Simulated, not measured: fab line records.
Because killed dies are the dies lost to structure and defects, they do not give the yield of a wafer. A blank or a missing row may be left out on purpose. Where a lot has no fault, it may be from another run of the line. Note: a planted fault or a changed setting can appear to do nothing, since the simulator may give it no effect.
fab line records	flow n5Finfet
record: lots: 10	wafers: 26	lastDay: 18
route steps=1938 shown FIN_SAQP@131 FIN_CUT@164 PASSIVATION@1936
lots that met no fault: from a run of the same line without faults
startH: hours from the record's first day to the start of the lot's first wafer shown	waitH: time in hours since the lot's previous step	" the same as in the row above	L1.1+2: a single row standing in for several wafers	- no value present, or no start provided	* or withheld: withheld	< > ~ a bound
route shown NAME@n: a module of which the file shows steps, and the number in the route of the first	usual: the fault-free wafers' mean and standard deviation	same: alike in all rows	chamber/n: place in a boat	sites: the reading at each site	_std_site: how widely they spread, as a standard deviation	_edge_site: mean of outer sites minus mean of inner sites	radiusMm: for every site, how far away it sits from the centre of the wafer	mask NAME#n: copy n	behind: the last tool/chamber to shape the wafer	hold: why the lot went on hold/how many hours it stayed there/how the hold came to an end	device: transistor that didn't switch, given as n, p or np	end of line: the same wafers' tests at the end of the route	a step given without rows: its recipe and nothing more	killed: at the first sort, the dies lost to defects and structure; wafer yield is something else	map: shows each die of a wafer: x if killed, . if not, _ if none is there
set.NAME: the run value of the setting; set.NAME@STEP: its run value at that earlier step	model.NAME: the simulator's own value behind a step, which no gauge read
the route's steps for a sample of lots (tables are steps, rows are wafers)
services: when a tool's chamber went out of use (startH, in hours from the record's first day, below 0 if earlier), for how many hours, and the reason
== steps ==
step: N5_FIN_SAQP_MANDREL_ETCH_58
recipe: chemistry: HBr/Cl2	target: a-Si	targetDepthA: 450	btTimeS: 10	stopOn: SiNx	maskMaterial: SiO2	overEtchFrac: 0.8	timeS: 27	pressureMtorr: 10	icpW: 800	biasW: 75	HBr_flow_sccm: 150	Cl2_flow_sccm: 80	ends: endPoint
usual: drypumpMotorCurrentA: 5.9/0.39	heBacksideLeakSccm: 2.8/0.42	oesProductAu: 0.704/0.012	throttleValvePct: 35.37/0.28
lot.wafer	tool	chamber	startH	waitH	drypumpMotorCurrentA	heBacksideLeakSccm	oesProductAu	rfHoursCounterH	throttleValvePct
L812.1	rieSi-03	1	30.24	0.0	6.0	2.5	0.697	203	35.55
L812.4	"	0	"	"	6.3	3.5	0.714	197	35.20
L812.6	"	1	"	"	6.0	2.4	0.695	-	35.56
L814.5	rieSi-05	1	42.99	0.0	5.7	2.5	0.693	-	35.21
L814.6	"	2	"	"	6.3	3.4	0.714	-	35.12
L818.2	rieSi-05	2	65.54	0.0	6.2	3.3	0.692	35	35.14
L818.3	"	1	"	"	5.7	2.4	0.710	22	35.20
L818.5	"	1	"	"	5.7	4.4	0.701	-	35.19
L819.1	rieSi-05	3	72.69	0.0	5.7	2.8	0.716	40	35.24
L819.4	"	1	"	"	5.7	2.3	0.697	22	35.22
L819.6	"	2	"	"	6.2	3.1	0.700	-	35.15
L826.4	rieSi-03	2	116.56	0.0	6.0	2.7	0.707	-	35.44
L826.5	"	3	"	"	5.4	2.7	0.706	-	35.19
L827.2	rieSi-02	2	120.35	0.0	4.9	2.8	0.719	28	36.03
L827.3	"	1	"	"	5.8	2.7	0.685	61	35.03
L830.2	rieSi-05	3	138.07	0.0	5.7	3.0	0.720	41	35.23
L830.4	"	1	"	"	5.7	2.5	0.707	23	35.21
L830.6	"	0	"	"	6.1	2.3	0.728	-	35.63
L831.2	rieSi-03	1	144.49	0.0	6.0	2.3	0.679	1	35.59
L831.5	"	3	"	"	5.4	2.8	0.706	-	35.20
L832.1	rieSi-02	2	150.44	0.0	4.9	2.9	0.709	29	36.03
L832.4	"	1	"	"	5.8	2.5	0.689	62	35.01
L832.6	"	1	"	"	5.8	2.7	0.696	-	35.05
L834.2	rieSi-05	3	166.35	0.0	5.7	3.0	0.712	41	35.24
L834.5	"	3	"	"	5.7	2.9	0.720	-	35.23
L834.6	"	0	"	"	6.0	2.2	0.721	-	35.65
step: N5_FIN_SAQP_SPACER2_ETCHBACK_29
recipe: chemistry: CHF3/O2	mode: anisotropicEtchback	target: SiO2	targetDepthA: 122	timeS: 6.1	pressureMtorr: 30	sourceW: 650	biasW: 170	Ar_flow_sccm: 200	CHF3_flow_sccm: 50	O2_flow_sccm: 5	ionEnergyEv: 200
usual: drypumpMotorCurrentA: 5.5/0.44	mfcArSccm: 200.1/0.62	oesProductAu: 0.81/0.075	rfVppV: 530/9.7	showerheadPlenumPTorr: 2.44/0.09	throttleValvePct: 18.87/0.26
lot.wafer	tool	chamber	startH	waitH	drypumpMotorCurrentA	mfcArSccm	oesProductAu	rfHoursCounterH	rfVppV	showerheadPlenumPTorr	throttleValvePct
L812.1	rieDiel-01	0	31.64	0.4	6.0	200.4	0.74	188	537	2.29	19.06
L812.4	"	1	"	"	5.7	201.0	0.66	233	530	2.29	19.50
L812.6	"	2	"	"	5.2	200.3	0.87	-	535	2.44	18.38
L814.5	rieDiel-05	2	44.15	0.1	5.1	199.9	0.72	-	529	2.48	18.78
L814.6	"	1	"	"	5.6	200.8	0.82	-	548	2.55	18.48
L818.2	rieDiel-05	1	67.21	0.4	5.6	199.0	0.81	95	546	2.54	18.50
L818.3	"	2	"	"	5.2	200.2	0.70	211	529	2.47	18.77
L818.5	"	3	"	"	5.1	200.7	0.89	-	537	2.44	18.83
L819.1	rieDiel-05	2	74.20	0.2	5.1	199.8	0.71	214	527	2.47	18.80
L819.4	"	3	"	"	5.1	200.9	0.89	44	538	2.44	18.86
L819.6	"	3	"	"	5.1	200.6	0.89	-	536	2.44	18.85
L826.4	rieDiel-05	2	117.75	0.2	5.1	200.4	0.69	227	526	2.47	18.82
L826.5	"	1	"	"	5.6	200.7	0.80	-	545	2.53	18.52
L827.2	rieDiel-02	2	121.52	0.2	6.3	200.2	0.87	39	515	2.57	18.92
L827.3	"	0	"	"	4.9	200.5	0.78	138	542	2.39	18.65
L830.2	rieDiel-02	0	139.23	0.2	4.8	199.4	0.77	144	542	2.38	18.67
L830.4	"	0	"	"	4.9	199.8	0.78	-	541	2.38	18.67
L830.6	"	1	"	"	4.9	200.3	0.79	-	526	2.56	18.95
L831.2	rieDiel-05	1	145.81	0.3	5.6	200.1	0.78	121	545	2.53	18.54
L831.5	"	3	"	"	5.1	199.3	0.86	-	535	2.43	18.87
L832.1	rieDiel-02	2	151.66	0.2	6.4	201.0	0.84	46	516	2.57	18.92
L832.4	"	1	"	"	5.0	200.7	0.80	93	526	2.56	18.95
L832.6	"	2	"	"	6.3	199.5	0.86	-	516	2.57	18.92
L834.2	rieDiel-05	0	167.76	0.2	5.4	200.4	0.90	48	515	2.36	19.02
L834.5	"	1	"	"	5.6	199.3	0.77	-	545	2.53	18.54
L834.6	"	0	"	"	5.4	200.9	0.89	-	516	2.36	18.99
step: N5_FIN_SAQP_STRIP_77
recipe: chemistry: N2/H2	timeS: 90	powerW: 100	tempC: 40	pressureMtorr: 100	rfFrequencyHz: 6e+07	biasPowerW: 3	n2FlowSccm: 300	h2FlowSccm: 300
usual: drypumpMotorCurrentA: 5.4/0.43	oesProductAu: 0.82/0.076	rfVppV: 45.5/0.91	showerheadPlenumPTorr: 3.44/0.1	tempC: 40.01/0.11	throttleValvePct: 12.18/0.27
lot.wafer	tool	chamber	startH	waitH	drypumpMotorCurrentA	oesProductAu	rfHoursCounterH	rfVppV	showerheadPlenumPTorr	tempC	throttleValvePct
L812.1	rieDiel-02	3	32.31	0.0	5.2	0.80	84	46.1	3.43	39.90	12.25
L812.4	"	1	"	"	4.9	0.84	50	46.2	3.59	40.04	12.06
L812.6	"	0	"	"	4.9	0.81	-	45.9	3.42	40.11	12.11
L814.5	rieDiel-01	0	44.51	0.0	6.1	0.73	-	44.9	3.23	39.89	12.50
L814.6	"	3	"	"	5.7	0.83	-	45.0	3.42	40.03	12.39
L818.2	rieDiel-02	1	67.55	0.0	5.0	0.84	64	47.2	3.58	40.01	12.08
L818.3	"	3	"	"	5.2	0.80	97	46.7	3.43	39.93	12.28
L818.5	"	2	"	"	6.4	0.92	-	45.5	3.54	40.12	11.82
L819.1	rieDiel-05	1	74.54	0.0	5.6	0.80	98	46.5	3.51	39.97	11.71
L819.4	"	0	"	"	5.4	0.97	15	45.9	3.29	39.94	12.06
L819.6	"	3	"	"	5.1	0.89	-	45.5	3.47	39.98	12.31
L826.4	rieDiel-05	1	118.09	0.0	5.6	0.79	112	47.0	3.50	40.06	11.74
L826.5	"	2	"	"	5.2	0.70	-	44.7	3.49	40.17	12.42
L827.2	rieDiel-01	1	121.85	0.0	5.7	0.95	6	46.5	3.61	40.15	12.30
L827.3	"	0	"	"	6.1	0.70	223	46.1	3.21	39.81	12.56
L830.2	rieDiel-02	0	139.57	0.0	4.9	0.78	144	45.2	3.40	40.13	12.21
L830.4	"	1	"	"	5.0	0.81	-	43.6	3.57	40.11	12.15
L830.6	"	0	"	"	4.9	0.78	-	44.4	3.40	40.06	12.20
L831.2	rieDiel-01	2	146.52	0.0	5.2	0.82	73	45.1	3.43	39.98	11.86
L831.5	"	2	"	"	5.2	0.81	-	45.0	3.43	40.03	11.87
L832.1	rieDiel-05	0	152.00	0.0	5.4	0.91	41	45.7	3.28	39.81	12.12
L832.4	"	1	"	"	5.6	0.78	124	44.7	3.49	40.00	11.76
L832.6	"	1	"	"	5.6	0.77	-	45.8	3.49	39.79	11.76
L834.2	rieDiel-05	3	168.33	0.0	5.1	0.84	76	45.4	3.45	40.02	12.44
L834.5	"	2	"	"	5.2	0.69	-	46.1	3.48	40.13	12.47
L834.6	"	3	"	"	5.1	0.85	-	45.3	3.45	40.02	12.43
step: N5_FIN_SAQP_INSPECT_40
recipe: inspectInstrument: brightfield	mode: aei
usual: rawDefectCount: 220/60
lot.wafer	tool	chamber	startH	waitH	rawDefectCount
L812.1	defectInspect-02	-	32.75	0.0	299
L812.4	"	-	"	"	218
L812.6	"	-	"	"	253
L814.5	defectInspect-01	-	44.90	0.0	217
L814.6	"	-	"	"	277
L818.2	defectInspect-01	-	68.00	0.0	594
L818.3	"	-	"	"	591
L818.5	"	-	"	"	668
L819.1	defectInspect-02	-	74.98	0.0	725
L819.4	"	-	"	"	705
L819.6	"	-	"	"	698
L826.4	defectInspect-02	-	118.53	0.0	190
L826.5	"	-	"	"	182
L827.2	defectInspect-01	-	122.33	0.0	184
L827.3	"	-	"	"	204
L830.2	defectInspect-01	-	140.07	0.0	250
L830.4	"	-	"	"	253
L830.6	"	-	"	"	229
L831.2	defectInspect-01	-	146.96	0.0	191
L831.5	"	-	"	"	211
L832.1	defectInspect-01	-	152.44	0.0	210
L832.4	"	-	"	"	208
L832.6	"	-	"	"	157
L834.2	defectInspect-01	-	168.77	0.0	196
L834.5	"	-	"	"	186
L834.6	"	-	"	"	268
step: N5_FIN_CUT_OVL_MEAS_09
recipe: pointsPerWafer: 522
usual: FIN_CUT_OVL: 0.5/0.61
lot.wafer	tool	chamber	startH	waitH	FIN_CUT_OVL[nm]
L812.1	overlay-01	0	33.08	0.0	1.0
L812.4	"	0	"	"	0.7
L812.6	"	0	"	"	0.6
L814.5	overlay-01	0	45.26	0.0	0.2
L814.6	"	0	"	"	0.5
L818.2	overlay-02	0	68.34	0.0	0.3
L818.3	"	0	"	"	0.9
L818.5	"	0	"	"	0.9
L819.1	overlay-01	0	75.44	0.0	0.6
L819.4	"	0	"	"	0.3
L819.6	"	0	"	"	0.2
L826.4	overlay-01	0	118.88	0.0	0.3
L826.5	"	0	"	"	-0.2
L827.2	overlay-01	0	122.67	0.0	0.2
L827.3	"	0	"	"	0.9
L830.2	overlay-01	0	140.41	0.0	-0.3
L830.4	"	0	"	"	0.7
L830.6	"	0	"	"	-0.3
L831.2	overlay-01	0	147.43	0.0	0.3
L831.5	"	0	"	"	0.4
L832.1	overlay-02	0	152.90	0.0	-0.1
L832.4	"	0	"	"	-0.7
L832.6	"	0	"	"	-0.1
L834.2	overlay-02	0	169.35	0.0	1.6
L834.5	"	0	"	"	0.5
L834.6	"	0	"	"	1.5
step: N5_FIN_CUT_INSPECT_10
recipe: mode: adi	inspectInstrument: brightfield
usual: rawDefectCount: 41/12
lot.wafer	tool	chamber	startH	waitH	rawDefectCount
L812.1	defectInspect-01	-	33.14	0.1	60
L812.4	"	-	"	"	52
L812.6	"	-	"	"	52
L814.5	defectInspect-01	-	45.29	0.0	32
L814.6	"	-	"	"	41
L818.2	defectInspect-02	-	68.39	0.0	491
L818.3	"	-	"	"	474
L818.5	"	-	"	"	493
L819.1	defectInspect-01	-	75.50	0.1	509
L819.4	"	-	"	"	491
L819.6	"	-	"	"	521
L826.4	defectInspect-02	-	118.92	0.0	26
L826.5	"	-	"	"	29
L827.2	defectInspect-01	-	122.72	0.0	38
L827.3	"	-	"	"	48
L830.2	defectInspect-01	-	140.46	0.0	52
L830.4	"	-	"	"	64
L830.6	"	-	"	"	52
L831.2	defectInspect-02	-	147.48	0.0	32
L831.5	"	-	"	"	39
L832.1	defectInspect-02	-	152.96	0.1	35
L832.4	"	-	"	"	41
L832.6	"	-	"	"	26
L834.2	defectInspect-02	-	169.41	0.0	43
L834.5	"	-	"	"	30
L834.6	"	-	"	"	43
step: N5_FIN_CUT_INSPECT_17
recipe: inspectInstrument: brightfield	mode: aei
usual: rawDefectCount: 225/58
lot.wafer	tool	chamber	startH	waitH	rawDefectCount
L812.1	defectInspect-02	-	34.24	0.0	305
L812.4	"	-	"	"	211
L812.6	"	-	"	"	264
L814.5	defectInspect-02	-	46.30	0.0	220
L814.6	"	-	"	"	263
L818.2	defectInspect-02	-	69.34	0.0	598
L818.3	"	-	"	"	597
L818.5	"	-	"	"	656
L819.1	defectInspect-01	-	76.45	0.0	713
L819.4	"	-	"	"	708
L819.6	"	-	"	"	720
L826.4	defectInspect-01	-	119.87	0.0	189
L826.5	"	-	"	"	194
L827.2	defectInspect-02	-	123.81	0.0	180
L827.3	"	-	"	"	191
L830.2	defectInspect-02	-	141.44	0.0	263
L830.4	"	-	"	"	258
L830.6	"	-	"	"	252
L831.2	defectInspect-02	-	148.43	0.0	195
L831.5	"	-	"	"	219
L832.1	defectInspect-01	-	154.06	0.0	242
L832.4	"	-	"	"	210
L832.6	"	-	"	"	150
L834.2	defectInspect-01	-	170.35	0.0	203
L834.5	"	-	"	"	200
L834.6	"	-	"	"	252
step: N5_PASSIVATION_PROBE_49
usual: killed_at_M0_to_M3: 34/10	killed_at_M4_up: 13/5.4	killedAtContacts: 13/6	killedAtFrontEnd: 42/13	killedAtOther: 4/3.2	killedDies: 107/18	killedOnRim: 14/4.2	killedOpen: 69/14	killedShort: 35/7.7
same: grossDies: 1180	killedAtBackSide: 0
lot.wafer	tool	chamber	startH	waitH	killed_at_M0_to_M3	killed_at_M4_up	killedAtContacts	killedAtFrontEnd	killedAtOther	killedDies	killedOnRim	killedOpen	killedShort
L812.1	prober-02	-	266.84	0.0	37	10	22	48	0	117	16	70	42
L812.4	prober-02	-	266.99	0.2	28	11	26	55	4	124	14	79	43
L812.6	prober-02	-	267.09	0.3	17	9	18	54	1	99	14	66	24
L814.5	prober-02	-	280.29	0.2	45	12	13	48	2	120	19	79	31
L814.6	prober-02	-	280.34	0.3	36	17	7	36	2	98	12	63	33
L818.2	prober-02	-	315.63	0.1	27	8	7	145	1	188	29	78	27
L818.3	prober-02	-	315.68	0.1	44	15	15	93	2	169	30	67	41
L818.5	prober-02	-	315.78	0.2	28	7	14	118	3	170	34	75	28
L819.1	prober-02	-	327.01	0.0	26	14	18	133	9	200	22	69	25
L819.4	prober-02	-	327.16	0.2	60	23	19	106	5	213	52	88	55
L819.6	prober-02	-	327.26	0.3	33	15	14	108	4	174	27	62	36
L826.4	prober-02	-	357.22	0.2	28	20	3	30	4	85	13	51	31
L826.5	prober-02	-	357.27	0.2	24	23	6	23	6	82	10	61	20
L827.2	prober-02	-	374.71	0.1	48	10	11	55	14	138	12	90	47
L827.3	prober-02	-	374.76	0.1	53	8	8	56	10	135	15	85	43
L831.2	prober-01	-	394.95	0.1	25	14	15	45	1	100	11	58	40
L831.5	prober-01	-	395.10	0.2	33	14	8	61	1	117	24	63	42
L830.2	prober-02	-	420.85	0.1	33	16	6	55	1	111	19	73	36
L830.4	prober-02	-	420.95	0.2	41	6	26	31	9	113	15	70	41
L830.6	prober-02	-	421.05	0.3	17	12	13	39	3	84	13	52	30
killed by level:class
L812.1 MOL_CONTACT_COAG:geometricParticle:open=14 STI_FIN_REVEAL:geometricParticle:open=12 BEOL_M0_SAQP:geometricParticle:open=11 BEOL_M0_SAQP:geometricParticle:short=10 MOL_CONTACT_COAG:geometricParticle:short=8 FIN_SAQP:geometricParticle:open=7 FIN_SAQP:geometricParticle:short=6 GATE_CUT:geometricParticle:open=6
L812.4 MOL_CONTACT_COAG:geometricParticle:open=24 FIN_SAQP:geometricParticle:short=19 STI_FIN_REVEAL:geometricParticle:open=18 BEOL_M0_SAQP:geometricParticle:open=13 BEOL_M0_SAQP:geometricParticle:short=8 GATE_CUT:geometricParticle:short=5 BEOL_M6:geometricParticle:open=4 FIN_SAQP:geometricParticle:open=3
L812.6 FIN_SAQP:geometricParticle:open=17 MOL_CONTACT_COAG:geometricParticle:open=16 STI_FIN_REVEAL:geometricParticle:open=13 BEOL_M4:geometricParticle:open=5 FIN_SAQP:geometricParticle:short=4 GATE_CUT:geometricParticle:short=4 BEOL_M0_SAQP:geometricParticle:open=4 BEOL_M0_SAQP:geometricParticle:short=4
L814.5 MOL_CONTACT_COAG:geometricParticle:open=11 DUMMY_GATE:geometricParticle:open=10 BEOL_M0_SAQP:geometricParticle:open=8 BEOL_M0_SAQP:geometricParticle:short=8 BEOL_M1:geometricParticle:open=8 HKMG_FIN:areaEtch=8 STI_FIN_REVEAL:geometricParticle:open=7 FIN_SAQP:geometricParticle:open=6
L814.6 BEOL_M1:geometricParticle:open=14 DUMMY_GATE:geometricParticle:open=9 BEOL_M0_SAQP:geometricParticle:short=9 BEOL_M4:geometricParticle:open=9 STI_FIN_REVEAL:geometricParticle:open=7 BEOL_M0_SAQP:geometricParticle:open=7 FIN_SAQP:geometricParticle:short=5 FIN_SAQP:geometricParticle:open=3
L818.2 FIN_SAQP:unspecified=83 STI_FIN_REVEAL:geometricParticle:open=29 STI_FIN_REVEAL:geometricParticle:short=8 FIN_SAQP:geometricParticle:short=7 FIN_SAQP:geometricParticle:open=7 BEOL_M0:geometricParticle:open=5 BEOL_M1:geometricParticle:open=5 BEOL_M2:geometricParticle:open=5
L818.3 FIN_SAQP:unspecified=58 BEOL_M0_SAQP:geometricParticle:short=10 MOL_CONTACT_COAG:geometricParticle:open=10 BEOL_M0_SAQP:geometricParticle:open=9 STI_FIN_REVEAL:geometricParticle:open=8 BEOL_M3:geometricParticle:open=7 BEOL_M4:geometricParticle:open=7 FIN_SAQP:geometricParticle:open=6
L818.5 FIN_SAQP:unspecified=65 FIN_SAQP:geometricParticle:open=15 STI_FIN_REVEAL:geometricParticle:open=11 MOL_CONTACT_COAG:geometricParticle:open=11 FIN_SAQP:geometricParticle:short=8 BEOL_M2:geometricParticle:open=8 DUMMY_GATE:geometricParticle:open=6 BEOL_M1:geometricParticle:open=5
L819.1 FIN_SAQP:unspecified=105 MOL_CONTACT_COAG:geometricParticle:open=13 STI_FIN_REVEAL:geometricParticle:open=12 BEOL_M4:geometricParticle:open=10 BEOL_M0_SAQP:geometricParticle:open=7 BEOL_M1:geometricParticle:open=6 MOL_CONTACT_COAG:geometricParticle:short=5 BEOL_M2:geometricParticle:open=5
L819.4 FIN_SAQP:unspecified=57 BEOL_M0_SAQP:geometricParticle:short=22 FIN_SAQP:geometricParticle:open=14 BEOL_M4:geometricParticle:open=14 BEOL_M0_SAQP:geometricParticle:open=13 MOL_CONTACT_COAG:geometricParticle:open=12 HKMG_FIN:areaEtch=12 BEOL_M2:geometricParticle:open=11
L819.6 FIN_SAQP:unspecified=75 MOL_CONTACT_COAG:geometricParticle:open=10 BEOL_M4:geometricParticle:open=9 FIN_SAQP:geometricParticle:open=8 BEOL_M3:geometricParticle:open=8 BEOL_M0_SAQP:geometricParticle:short=8 FIN_SAQP:geometricParticle:short=6 STI_FIN_REVEAL:geometricParticle:open=6
L826.4 BEOL_M4:geometricParticle:open=7 BEOL_M0_SAQP:geometricParticle:short=6 BEOL_M0_SAQP:geometricParticle:open=5 BEOL_M3:geometricParticle:open=5 BEOL_M5:geometricParticle:open=5 DUMMY_GATE:geometricParticle:open=4 ILD0:geometricParticle:short=4 GATE_CUT:geometricParticle:short=4
L826.5 BEOL_M2:geometricParticle:open=8 BEOL_M5:geometricParticle:open=6 STI_FIN_REVEAL:geometricParticle:open=6 FIN_SAQP:geometricParticle:short=5 MOL_CONTACT_COAG:geometricParticle:open=5 BEOL_M8:geometricParticle:open=5 BEOL_M1:geometricParticle:open=4 BEOL_M4:geometricParticle:open=4
L827.2 FIN_SAQP:geometricParticle:open=22 BEOL_M0_SAQP:geometricParticle:open=13 BEOL_M0_SAQP:geometricParticle:short=11 BEOL_M3:geometricParticle:open=10 STI_FIN_REVEAL:geometricParticle:open=8 MOL_CONTACT_COAG:geometricParticle:open=8 GATE_CUT:geometricParticle:short=6 GATE_CUT:geometricParticle:open=5
L827.3 STI_FIN_REVEAL:geometricParticle:open=18 BEOL_M0_SAQP:geometricParticle:short=17 BEOL_M0_SAQP:geometricParticle:open=11 STI_FIN_REVEAL:geometricParticle:short=9 DUMMY_GATE:geometricParticle:open=9 BEOL_M3:geometricParticle:open=9 MOL_CONTACT_COAG:geometricParticle:open=7 HKMG_FIN:areaEtch=6
L831.2 FIN_SAQP:geometricParticle:open=13 FIN_SAQP:geometricParticle:short=13 MOL_CONTACT_COAG:geometricParticle:open=11 BEOL_M0:geometricParticle:open=7 BEOL_M3:geometricParticle:open=7 MOL_CONTACT_COAG:geometricParticle:short=4 BEOL_M0_SAQP:geometricParticle:short=3 BEOL_M3:geometricParticle:short=3
L831.5 FIN_SAQP:geometricParticle:open=12 FIN_SAQP:geometricParticle:short=11 DUMMY_GATE:geometricParticle:open=8 BEOL_M0_SAQP:geometricParticle:short=8 STARTING-WAFER:geometricParticle:open=7 HKMG_FIN:areaEtch=7 MOL_CONTACT_COAG:geometricParticle:open=6 BEOL_M0_SAQP:geometricParticle:open=6
L830.2 FIN_SAQP:geometricParticle:short=12 STI_FIN_REVEAL:geometricParticle:open=11 FIN_SAQP:geometricParticle:open=7 BEOL_M1:geometricParticle:open=7 BEOL_M2:geometricParticle:open=7 DUMMY_GATE:geometricParticle:open=6 BEOL_M3:geometricParticle:open=6 MOL_CONTACT_COAG:geometricParticle:open=5
L830.4 MOL_CONTACT_COAG:geometricParticle:open=20 FIN_SAQP:geometricParticle:short=8 STI_FIN_REVEAL:geometricParticle:open=7 BEOL_M0_SAQP:geometricParticle:short=7 BEOL_M2:geometricParticle:open=7 BEOL_M3:geometricParticle:open=7 BEOL_M0_SAQP:geometricParticle:open=6 PAD_METAL:geometricParticle:short=6
L830.6 FIN_SAQP:geometricParticle:open=13 MOL_CONTACT_COAG:geometricParticle:open=10 FIN_SAQP:geometricParticle:short=9 BEOL_M4:geometricParticle:short=7 STI_FIN_REVEAL:geometricParticle:open=4 DUMMY_GATE:geometricParticle:open=4 BEOL_M2:geometricParticle:open=4 MOL_CONTACT_COAG:geometricParticle:short=3
== services ==
tool	chamber	startH	hours	kind
rieSi-03	1	17.25	1.0	repair
rieDiel-05	0	53.76	11.6	repair
rieSi-03	1	56.75	-	clean
rieSi-03	1	56.75	15.3	scheduledDown
rieSi-03	1	56.75	15.3	ventCycle
rieSi-02	2	57.92	4.5	repair
rieSi-02	0	63.29	2.6	repair
rieDiel-01	1	76.89	-	clean
rieDiel-01	1	76.89	-	consumableReplace:focusRing
rieDiel-01	1	76.89	-	consumableReplace:showerhead
rieDiel-01	1	76.89	15.8	scheduledDown
rieDiel-01	1	76.89	15.8	ventCycle
rieSi-02	-	87.36	2.8	pm
rieSi-05	3	92.08	9.7	repair
rieDiel-05	-	112.03	4.3	pm
rieSi-03	-	113.13	0.3	repair
rieSi-03	0	113.58	-	clean
rieSi-03	0	113.58	11.8	scheduledDown
rieSi-03	0	113.58	11.8	ventCycle
rieDiel-02	2	136.70	8.8	repair
rieDiel-02	-	154.74	14.6	pm
rieDiel-05	2	159.38	5.2	repair
rieSi-05	0	161.35	3.6	repair
== key ==
firstSign: step: N5_FIN_SAQP_INSPECT_40	reading: rawDefectCount	direction: up	sigmas: 7.4	usual: 220	struck: 664
effect: step: N5_FIN_CUT_INSPECT_10	reading: rawDefectCount	direction: up	sigmas: 37	usual: 41	struck: 496
effect: step: N5_FIN_CUT_INSPECT_17	reading: rawDefectCount	direction: up	sigmas: 7.6	usual: 225	struck: 665
effect: step: N5_PASSIVATION_PROBE_49	reading: killedAtFrontEnd	direction: up	sigmas: 5.6	usual: 42	struck: 117
moreKillsBornAt: N5_FIN_SAQP_MANDREL_ETCH_58@rieSi-05: 441
metAt N5_FIN_SAQP_MANDREL_ETCH_58
struckLots L818,L819
testerLeftOut L818,L819
baselineLoss: step: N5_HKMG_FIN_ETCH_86	wafers: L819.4
notActingAt N5_FIN_SAQP_SPACER2_ETCHBACK_29,N5_FIN_SAQP_STRIP_77,N5_FIN_CUT_OVL_MEAS_09
onsetBetween 42.99 65.54
fault: kind: chamberParticleSource	tool: rieSi-05	chamber: -	onsetH: 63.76	steps: N5_FIN_SAQP_MANDREL_ETCH_58	ratePerVisitCm2: 0.70872	endH: 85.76
testerLeftOut: of these lots the tester's yield and bins aren't shown, on N5 and GAA mostly nor the transistor test; their killed dies are dies lost to structure and defects alone, not to doping, threshold or leakage, so they don't give the yield
baselineLoss: these wafers lose ten dies or more at that step, a loss of the line's own and not of a fault; the sort's usual values leave them out
